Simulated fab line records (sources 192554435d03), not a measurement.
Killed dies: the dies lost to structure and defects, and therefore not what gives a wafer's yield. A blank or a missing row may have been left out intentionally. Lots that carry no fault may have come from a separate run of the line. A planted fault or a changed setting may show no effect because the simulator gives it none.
Problem report, 8D (eight disciplines) form, completed by code || flow n5Finfet || the parts of the form that need people (team, actions taken, sign-off) are left out

## 1. THE PROBLEM
A mean of 1.14 a.u. is read at N5_BEOL_M12_VIA_ETCH_16 for oesProductAu, taken on 1 wafer of 1 lot, against 0.73 a.u. (standard deviation 0.08) on wafers free of any fault. That puts it +5.1 standard deviations away from the usual mean.
The step: etches SiOC in C4F8/O2/Ar, target depth 724.8 nm.
Earliest sighting: wafer L570.5 on rieDiel-01 at day 16 12:45. Wafers with a number at this step in the record: 31, from 11 lots. Rule for "out" (also "out of limits"): further than 4 standard deviations from the usual mean. The other wafers with a number count as sound.

## 2. WHAT IT IS, AND WHAT IT ISN'T
{"question": "which readings at this step", "is": "oesProductAu", "is not": "drypumpMotorCurrentA, rfFwdPowerW, rfVppV, showerheadPlenumPTorr, throttleValvePct"}
{"question": "which lots", "is": "L570", "is not": "L558, L559, L560, L563, L564, L565, L568, L576, L579, L581"}
{"question": "which wafers of those lots", "is": "all that have a number", "is not": "-"}
{"question": "read on which tools", "is": "rieDiel-01", "is not": "rieDiel-03, rieDiel-04"}
{"question": "when", "is": "from day 16 12:45", "is not": "up to then (21 sound wafers); but 9 sound wafers of L576, L579, L581 came after"}

## 3. SUSPECTS, AND WHAT RULES EACH OUT
Counting: a tool stays on the suspect list if, at a process step up to the reading, it processed all lots that are out and no sound lot following the first of them.
- pvdSputter-03 at N5_BEOL_M11_SURFACE_TREAT_76: ruled out as a lasting fault. Sound lots L581 ran on it after its first lot that is out, L570 (day 16 10:26).
- rieDiel-01 at N5_BEOL_M12_VIA_ETCH_16 (etches SiOC in C4F8/O2/Ar, target depth 724.8 nm): kept. It ran the lot that is out, L570 (day 16 12:45), and no sound lot after that; its last sound lot up to then is L568 (day 15 01:15). On those wafers its own readings are out: oesProductAu.
Remaining after the count: rieDiel-01 at N5_BEOL_M12_VIA_ETCH_16.

## 4. THE CAUSE (what the simulator had put in)
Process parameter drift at N5_BEOL_M12_VIA_ETCH_16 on rieDiel-01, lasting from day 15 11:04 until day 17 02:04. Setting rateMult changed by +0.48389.
The count eliminated every tool but this one.

## 5. SEQUENCE OF EFFECTS, ordered by route
Rows list readings where the struck wafers' mean (over those with a number) sits beyond 3 standard deviations from the usual. Scope: only readings with a usual standard deviation given in the record; hours: median across lots of the time from each lot's start at the first step in this table that gives one to its start at this step; sigmas: change in usual standard deviations.
{"hours": 0, "step": "N5_BEOL_M12_VIA_ETCH_16", "reading": "oesProductAu", "usual": "0.73 a.u.", "on struck wafers": 1.14, "change": "+0.41", "sigmas": "+5.1"}
The process steps in it:
- N5_BEOL_M12_VIA_ETCH_16: etches SiOC in C4F8/O2/Ar, target depth 724.8 nm.
Later measuring or inspecting steps at which every struck wafer that the step has a row for has a number for every such reading, and none has moved that far: N5_BEOL_M12_CD_MEAS_17.

## 6. WHAT WOULD HAVE CAUGHT IT SOONER
First out-of-limits reading in this record: day 16 12:45, which is 26 hours after fault onset at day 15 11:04.
